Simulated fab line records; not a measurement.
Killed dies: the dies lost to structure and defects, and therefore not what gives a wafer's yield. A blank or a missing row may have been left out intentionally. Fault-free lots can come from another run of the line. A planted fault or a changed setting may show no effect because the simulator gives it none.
Matching of chambers || flow n5-finfet || N5_BEOL_M14_ETCH_68 on rie-diel-01: 4 sister chambers
The step etches SOC in N2/H2, time 450 s. 18 wafers are shown with their chamber, then 9 later ones without.

EACH WAFER AND ITS CHAMBER
{"wafer": "L078.1", "chamber": 2, "showerhead-plenum-p-Torr (Torr)": 2.69, "drypump-motor-current-A (A)": 5.3, "throttle-valve-pct (%)": 17.66}
{"wafer": "L078.4", "chamber": 1, "showerhead-plenum-p-Torr (Torr)": 2.68, "drypump-motor-current-A (A)": 5.1, "throttle-valve-pct (%)": 17.74}
{"wafer": "L078.6", "chamber": 3, "showerhead-plenum-p-Torr (Torr)": 2.47, "drypump-motor-current-A (A)": 6.3, "throttle-valve-pct (%)": 17.87}
{"wafer": "L077.1", "chamber": 3, "showerhead-plenum-p-Torr (Torr)": 2.47, "drypump-motor-current-A (A)": 6.3, "throttle-valve-pct (%)": 17.86}
{"wafer": "L077.4", "chamber": 2, "showerhead-plenum-p-Torr (Torr)": 2.69, "drypump-motor-current-A (A)": 5.4, "throttle-valve-pct (%)": 17.65}
{"wafer": "L077.5", "chamber": 0, "showerhead-plenum-p-Torr (Torr)": 2.54, "drypump-motor-current-A (A)": 5.8, "throttle-valve-pct (%)": 17.64}
{"wafer": "L082.1", "chamber": 0, "showerhead-plenum-p-Torr (Torr)": 2.54, "drypump-motor-current-A (A)": 5.8, "throttle-valve-pct (%)": 17.65}
{"wafer": "L082.5", "chamber": 3, "showerhead-plenum-p-Torr (Torr)": 2.47, "drypump-motor-current-A (A)": 6.3, "throttle-valve-pct (%)": 17.87}
{"wafer": "L082.6", "chamber": 2, "showerhead-plenum-p-Torr (Torr)": 2.68, "drypump-motor-current-A (A)": 5.3, "throttle-valve-pct (%)": 17.65}
{"wafer": "L084.2", "chamber": 2, "showerhead-plenum-p-Torr (Torr)": 2.68, "drypump-motor-current-A (A)": 5.4, "throttle-valve-pct (%)": 17.68}
{"wafer": "L084.3", "chamber": 3, "showerhead-plenum-p-Torr (Torr)": 2.47, "drypump-motor-current-A (A)": 6.3, "throttle-valve-pct (%)": 17.88}
{"wafer": "L084.5", "chamber": 1, "showerhead-plenum-p-Torr (Torr)": 2.68, "drypump-motor-current-A (A)": 5.1, "throttle-valve-pct (%)": 17.78}
{"wafer": "L086.1", "chamber": 0, "showerhead-plenum-p-Torr (Torr)": 2.53, "drypump-motor-current-A (A)": 5.7, "throttle-valve-pct (%)": 17.67}
{"wafer": "L086.4", "chamber": 2, "showerhead-plenum-p-Torr (Torr)": 2.68, "drypump-motor-current-A (A)": 5.4, "throttle-valve-pct (%)": 17.68}
{"wafer": "L086.5", "chamber": 3, "showerhead-plenum-p-Torr (Torr)": 2.47, "drypump-motor-current-A (A)": 6.3, "throttle-valve-pct (%)": 17.86}
{"wafer": "L089.3", "chamber": 1, "showerhead-plenum-p-Torr (Torr)": 2.68, "drypump-motor-current-A (A)": 5.1, "throttle-valve-pct (%)": 17.79}
{"wafer": "L089.4", "chamber": 3, "showerhead-plenum-p-Torr (Torr)": 2.47, "drypump-motor-current-A (A)": 6.3, "throttle-valve-pct (%)": 17.88}
{"wafer": "L089.6", "chamber": 0, "showerhead-plenum-p-Torr (Torr)": 2.53, "drypump-motor-current-A (A)": 5.8, "throttle-valve-pct (%)": 17.68}

SIGNATURES, as means of the wafers listed above
{"reading": "showerhead-plenum-p-Torr", "chamber 0": 2.5350, "chamber 1": 2.6800, "chamber 2": 2.6840, "chamber 3": 2.4700, "scatter within a chamber": 0.00396}
{"reading": "drypump-motor-current-A", "chamber 0": 5.775, "chamber 1": 5.100, "chamber 2": 5.360, "chamber 3": 6.300, "scatter within a chamber": 0.0373}
{"reading": "throttle-valve-pct", "chamber 0": 17.6600, "chamber 1": 17.7700, "chamber 2": 17.6640, "chamber 3": 17.8700, "scatter within a chamber": 0.0163}
Rule: a wafer's distance from a chamber is the root of the sum, over the readings, of the square of ((its reading less the chamber's mean) divided by the reading's scatter). If the next closest chamber is less than 2 further off than the closest, the wafer can't be placed; otherwise it belongs to the closest. How the scatter is found: for the shown wafers, subtract from each reading the mean of its chamber, square and add these, divide the total by (wafers less chambers), then take the root.

WAFERS WITHOUT THEIR CHAMBER
{"wafer": "L087.4", "showerhead-plenum-p-Torr (Torr)": 2.47, "drypump-motor-current-A (A)": 6.3, "throttle-valve-pct (%)": 17.87}
{"wafer": "L087.5", "showerhead-plenum-p-Torr (Torr)": 2.68, "drypump-motor-current-A (A)": 5.1, "throttle-valve-pct (%)": 17.77}
{"wafer": "L087.6", "showerhead-plenum-p-Torr (Torr)": 2.68, "drypump-motor-current-A (A)": 5.4, "throttle-valve-pct (%)": 17.70}
{"wafer": "L092.2", "showerhead-plenum-p-Torr (Torr)": 2.46, "drypump-motor-current-A (A)": 6.3, "throttle-valve-pct (%)": 17.91}
{"wafer": "L092.4", "showerhead-plenum-p-Torr (Torr)": 2.53, "drypump-motor-current-A (A)": 5.8, "throttle-valve-pct (%)": 17.69}
{"wafer": "L092.5", "showerhead-plenum-p-Torr (Torr)": 2.53, "drypump-motor-current-A (A)": 5.7, "throttle-valve-pct (%)": 17.68}
{"wafer": "L096.2", "showerhead-plenum-p-Torr (Torr)": 2.52, "drypump-motor-current-A (A)": 5.8, "throttle-valve-pct (%)": 17.71}
{"wafer": "L096.4", "showerhead-plenum-p-Torr (Torr)": 2.67, "drypump-motor-current-A (A)": 5.1, "throttle-valve-pct (%)": 17.81}
{"wafer": "L096.6", "showerhead-plenum-p-Torr (Torr)": 2.46, "drypump-motor-current-A (A)": 6.3, "throttle-valve-pct (%)": 17.91}

CHAMBER TAKEN BY EACH
{"wafer": "L087.4", "from the rows above": 3, "in truth": 3}
{"wafer": "L087.5", "from the rows above": 1, "in truth": 1}
{"wafer": "L087.6", "from the rows above": 2, "in truth": 2}
{"wafer": "L092.2", "from the rows above": 3, "in truth": 3}
{"wafer": "L092.4", "from the rows above": 0, "in truth": 0}
{"wafer": "L092.5", "from the rows above": 0, "in truth": 0}
{"wafer": "L096.2", "from the rows above": 0, "in truth": 0}
{"wafer": "L096.4", "from the rows above": 1, "in truth": 1}
{"wafer": "L096.6", "from the rows above": 3, "in truth": 3}
Correctly placed: 9 of 9. Not placeable from these rows: 0. 0 placed wrongly.
